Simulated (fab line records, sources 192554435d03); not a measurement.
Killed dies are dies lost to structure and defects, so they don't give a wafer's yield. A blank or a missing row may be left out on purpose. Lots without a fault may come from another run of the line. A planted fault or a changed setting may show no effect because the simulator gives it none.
Split-lot experiment | flow n5_finfet | 7 lots, 21 wafers read, on a route of 1938 steps

THE SPLIT
At N5_BEOL_M5_ETCH_41 (etches SiCN in CH3F/O2, target depth 31.5 nm, time 56.7 s), the setting source_w was moved away from the recipe's 395 W on 6 of the 21 wafers read, by -12.1% to +9.2%. The other wafers ran this setting at the recipe's value.

The reading is taken at the split's own step.

THE READING
rf_vpp_V, in V, at N5_BEOL_M5_ETCH_41 (etches SiCN in CH3F/O2, target depth 31.5 nm, time 56.7 s). Fault-free wafers of this fab line usually give 297.1 V, standard deviation 1.5 V.

wafer  | tool, chamber at the split | source_w as run, W | against the recipe | rf_vpp_V, V | against lot-mates on the recipe
L077.1 | rie_diel-02, 3             | 395                | recipe             | 296.4       | -
L077.2 | rie_diel-02, 1             | 395                | recipe             | 295.5       | -
L077.3 | rie_diel-02, 0             | 375.3              | -5.0%              | 303.1       | +7.2
L076.2 | rie_diel-02, 3             | 395                | recipe             | 294.1       | -
L076.4 | rie_diel-02, 0             | 395                | recipe             | 299.1       | -
L076.6 | rie_diel-02, 3             | 395                | recipe             | 295.6       | -
L080.2 | rie_diel-02, 0             | 395                | recipe             | 297.2       | -
L080.4 | rie_diel-02, 1             | 395                | recipe             | 296.5       | -
L080.5 | rie_diel-02, 0             | 354                | -10.4%             | 309.3       | +12.4
L090.3 | rie_diel-01, 1             | 395                | recipe             | 295.3       | -
L090.4 | rie_diel-01, 0             | 395                | recipe             | 297.0       | -
L090.6 | rie_diel-01, 1             | 395                | recipe             | 298.0       | -
L093.1 | rie_diel-02, 3             | 347.2              | -12.1%             | 308.3       | +13.3
L093.4 | rie_diel-02, 2             | 347.2              | -12.1%             | 313.1       | +18.1
L093.5 | rie_diel-02, 1             | 395                | recipe             | 295.0       | -
L097.2 | rie_diel-01, 1             | 431.2              | +9.2%              | 288.4       | -10.1
L097.3 | rie_diel-01, 2             | 395                | recipe             | 298.5       | -
L097.4 | rie_diel-01, 0             | 395                | recipe             | 298.4       | -
L094.1 | rie_diel-03, 3             | 395                | recipe             | 298.9       | -
L094.3 | rie_diel-03, 1             | 420                | +6.3%              | 291.0       | -6.6
L094.5 | rie_diel-03, 3             | 395                | recipe             | 296.3       | -

THE FIT
A straight line over all 21 wafers: rf_vpp_V changes by -1.1 V for each +1% of source_w; r = -0.96; the points scatter about the line by 1.6 V.
The same after taking each lot's own level away (the mean of its wafers on the recipe; 21 wafers): -1.22 V for each +1%; r = -0.98; scatter 1.4 V.
On that fit, the largest move of source_w shifts the reading by 15 V.
The lots' own levels span 295.00 to 298.45 V, that is 2.3 times the standard deviation above.
So the lot-to-lot level changes the slope: the two fits differ.
Check: with one of the wafers moved furthest among these (-12.1%) left out of the fit, the line predicts +15.7 V for it against its lot-mates. It came out at +13.3 V against them.
Tool readings at the split's step, against how far the setting was moved: rf_vpp_V r = -0.96.

OTHER SPLITS ON THESE WAFERS
These wafers also went through other splits before the reading. Each is held against what the fit with the lots' levels taken away leaves over:
other split on the same wafers | wafers away from the commonest value | r with rf_vpp_V (lot level and that fit taken away)
N5_BEOL_M2_EXPOSE_08 dose_mj   | 8                                    | +0.14
N5_BEOL_M3_COAT_05 spin_rpm    | 5                                    | -0.21

THE FILE'S OWN FIT
rf_vpp_V changes by -1.21 V for each +1% of source_w, r = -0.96.
